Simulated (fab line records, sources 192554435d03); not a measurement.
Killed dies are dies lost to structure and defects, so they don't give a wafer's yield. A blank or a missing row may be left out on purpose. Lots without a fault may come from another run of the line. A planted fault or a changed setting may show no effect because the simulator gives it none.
Chamber matching | flow n5_finfet | N5_BEOL_M10_CVD_75 on cvd_co-01: 3 sister chambers
The step deposits Co from CCTBA/H2, target thk 2 nm, time 138.9 s. 3 wafers are shown with their chamber, then 8 later ones without.

WAFERS WITH THEIR CHAMBER
wafer  | chamber | run_length_s (s)
L566.2 | 1       | 161.5
L566.4 | 2       | 160.9
L567.1 | 0       | 161.7

WAFERS WITHOUT THEIR CHAMBER
wafer  | run_length_s (s)
L567.4 | 161.2
L567.6 | 161.1
L571.4 | 161.6
L571.5 | 161.0
L571.6 | 161.0
L570.1 | 162.0
L570.3 | 161.0
L570.4 | 161.6

WHICH CHAMBER EACH WENT THROUGH
wafer  | from the rows above          | in truth
L567.4 | can't be placed: 2 or 1 or 0 | 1
L567.6 | can't be placed: 2 or 1      | 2
L571.4 | can't be placed: 0 or 1      | 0
L571.5 | 2                            | 2
L571.6 | 2                            | 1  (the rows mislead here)
L570.1 | can't be placed: 0 or 1      | 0
L570.3 | 2                            | 2
L570.4 | can't be placed: 0 or 1      | 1
Placed correctly: 2 of 8. Can't be placed from these rows: 5 (the true chamber is among the candidates in 5). Placed wrongly: 1.
How it was worked out, from the rows above alone: a wafer's distance from a chamber is the root of the sum, over the readings, of the square of ((its reading less the chamber's mean) divided by the reading's scatter). The wafer belongs to the nearest chamber; if the next one is less than 2 further off, it can't be placed. A chamber's mean is the mean of its shown wafers. The scatter: with one shown wafer a chamber, the root of the mean of the squares of how far each hidden wafer lies from its nearest shown one.
